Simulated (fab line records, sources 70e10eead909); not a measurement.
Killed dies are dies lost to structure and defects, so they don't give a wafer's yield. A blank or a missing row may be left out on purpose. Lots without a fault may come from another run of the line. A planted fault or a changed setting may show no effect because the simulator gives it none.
A struck lot beside a sound one | flow nand_harc | 37 steps out of a route of 1159
Sound: wafers L473.2, L473.4, L473.5. Struck: wafers L478.2, L478.4, L478.6. The cause comes at the end.
At each step with rows: each side's tool, then ch and its chambers, then its first start. Under that, the readings that differ: sound wafers | struck wafers | difference of the means | sigmas: that difference in standard deviations of wafers without a fault.
alike: readings whose means differ by less than 2 such deviations, and words and numbers that are the same on both sides. not compared: withheld readings, readings that some wafer has no value for, bounds like >300 that may hide the same value, and numbers for which the record gives no deviation and whose values overlap.
The two part at a step that has a row with sigmas, a row that says differs or no value, or rows on one side only. Numbers that don't overlap but have no deviation are shown without sigmas and don't part them. A reading that every wafer of one side lacks parts them only if that side has two wafers or more.

first, 9 steps without rows for these wafers: NHARC_A_CHANNEL_HOLE_D1_DEP_00 (deposits aC, target thk 3100 nm); NHARC_A_CHANNEL_HOLE_D1_DEP_01 (deposits SiON, target thk 140 nm); NHARC_A_CHANNEL_HOLE_D1_DEHYDRATE_02 (time 120 s); NHARC_A_CHANNEL_HOLE_D1_HMDS_03 (time 30 s); NHARC_A_CHANNEL_HOLE_D1_COAT_36 (time 75 s); NHARC_A_CHANNEL_HOLE_D1_COAT_37 (time 65 s); NHARC_A_CHANNEL_HOLE_D1_COAT_04 (resist thk 90 nm); NHARC_A_CHANNEL_HOLE_D1_SOFTBAKE_05 (time 55 s); NHARC_A_CHANNEL_HOLE_D1_EBR_06.
NHARC_A_CHANNEL_HOLE_D1_EXPOSE_07: exposes mask HOLE D1, target cd 100 nm.
  sound on arfi_scanner-03 ch 0, day 10 10:47; struck on arfi_scanner-03 ch 0, day 11 13:28
  reading              | sound             | struck            | difference | sigmas
  exposure_dose_mJ_cm2 | 59.76 59.69 59.65 | 65.37 65.48 65.43 | +5.73      | +99 or more
  alike: mask
then, 2 steps without rows for these wafers: NHARC_A_CHANNEL_HOLE_D1_PEB_08 (peb time 65 s); NHARC_A_CHANNEL_HOLE_D1_DEVELOP_09 (develop time 35 s).
NHARC_A_CHANNEL_HOLE_D1_CD_MEAS_10: target cd 100 nm.
  sound on cd_sem-02 ch 0, day 10 10:55; struck on cd_sem-01 ch 0, day 11 13:37
  reading    | sound          | struck            | difference | sigmas
  cd_nm (nm) | 98.7 99.6 99.5 | 103.1 102.7 103.7 | +3.9       | +6
NHARC_A_CHANNEL_HOLE_D1_DESCUM_15: chemistry O2, time 3 s.
  sound on rie_diel-05 ch 0,1, day 10 11:06; struck on rie_diel-05 ch 0,1,3, day 11 13:48
  reading                            | sound             | struck          | difference | sigmas
  model.A_CHANNEL_HOLE_D1.cd_nm (nm) | 99.99 99.97 100.3 | 104 102.2 103.9 | +3         |
  alike: drypump_motor_current_A, oes_product_au, rf_vpp_V, showerhead_plenum_p_Torr, throttle_valve_pct
  not compared: rf_hours_counter_h
then, 16 steps without rows for these wafers: NHARC_A_CHANNEL_HOLE_D1_ETCH_38 (etches the open film in CF4, target depth 39 nm, time 65 s); NHARC_A_CHANNEL_HOLE_D1_ETCH_39 (etches the open film in N2/H2, target depth 260 nm, time 325 s); NHARC_A_CHANNEL_HOLE_D1_ETCH_34 (etches the open film in CF4/CHF3, target depth 154 nm, time 77 s); NHARC_A_CHANNEL_HOLE_D1_ETCH_16 (etches the open film in O2/COS, target depth 3100 nm, time 806 s); NHARC_A_CHANNEL_HOLE_D1_ETCH_19 (etches the open film in C4F8/O2/Ar, time 34.5 s); NHARC_A_CHANNEL_HOLE_D1_ETCH_20 (etches the open film in C4F8/O2/Ar, time 361.9 s, target depth 1600 nm); NHARC_A_CHANNEL_HOLE_D1_ETCH_21 (etches the open film in C4F8/O2/Ar, time 514.3 s, target depth 1600 nm); NHARC_A_CHANNEL_HOLE_D1_ETCH_22 (etches the open film in C4F8/O2/Ar, time 666.7 s, target depth 1600 nm); NHARC_A_CHANNEL_HOLE_D1_ETCH_23 (etches the open film in C4F8/O2/Ar, time 819 s, target depth 1600 nm); NHARC_A_CHANNEL_HOLE_D1_ETCH_24 (etches the open film in C4F8/O2/Ar, time 906.2 s, target depth 1500 nm); NHARC_A_CHANNEL_HOLE_D1_ETCH_25 (etches the open film in C4F8/O2/Ar, time 1040.2 s, target depth 1500 nm); NHARC_A_CHANNEL_HOLE_D1_ETCH_26 (etches the open film in C4F8/O2/Ar, time 224.1 s, target depth 300 nm); NHARC_A_CHANNEL_HOLE_D1_ETCH_33 (etches the open film in C4F8/O2/Ar, time 90 s, target depth 400 nm); NHARC_A_CHANNEL_HOLE_D1_STRIP_41 (strips in N2/H2); NHARC_A_CHANNEL_HOLE_D1_STRIP_42 (strips in CF4/CHF3); NHARC_A_CHANNEL_HOLE_D1_STRIP_43 (strips in O2/COS).
NHARC_A_CHANNEL_HOLE_D1_ETCH_44: etches the open film in CF4/O2, target depth 140 nm, overetch 14 nm, time 77 s.
  sound on rie_diel-05 ch 0,2, day 10 17:01; struck on rie_diel-07 ch 1,2, day 11 22:19
  reading                            | sound             | struck           | difference | sigmas
  model.A_CHANNEL_HOLE_D1.cd_nm (nm) | 86.31 88.07 90.16 | 93.21 93.47 94.1 | +5.41      |
  alike: drypump_motor_current_A, oes_product_au, rf_vpp_V, showerhead_plenum_p_Torr, throttle_valve_pct
  not compared: rf_hours_counter_h
then, 3 steps without rows for these wafers: NHARC_A_CHANNEL_HOLE_D1_STRIP_27 (strips in O2); NHARC_A_CHANNEL_HOLE_D1_PRECLEAN_28 (cleans in SC1); NHARC_A_CHANNEL_HOLE_D1_SRD_29.
NHARC_A_CHANNEL_HOLE_D1_CD_MEAS_30:
  sound on cd_sem-02, day 10 17:49; struck on cd_sem-03, day 11 23:07
  reading    | sound          | struck         | difference | sigmas
  cd_nm (nm) | 86.6 88.1 90.0 | 93.2 93.6 94.6 | +5.6       | +3
NHARC_A_CHANNEL_HOLE_D1_XSEM_31:
  sound on xsem-01 ch 0, day 10 17:54; struck on xsem-01 ch 0, day 11 23:12
  reading        | sound          | struck         | difference | sigmas
  bot_cd_nm (nm) | 71.0 73.0 74.5 | 78.4 78.5 79.6 | +6.0       | +3
  alike: bow_nm, tilt_deg
then, 1 step without rows for these wafers: NHARC_END_SORT_01.

WHERE THEY PART
First at NHARC_A_CHANNEL_HOLE_D1_EXPOSE_07; last, within this record, at NHARC_A_CHANNEL_HOLE_D1_XSEM_31.

WHY: what the simulator had put in
Process parameter drift: arfi_scanner-03, from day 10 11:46 on, at NHARC_A_CHANNEL_HOLE_D1_EXPOSE_07. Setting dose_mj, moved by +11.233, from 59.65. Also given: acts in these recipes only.
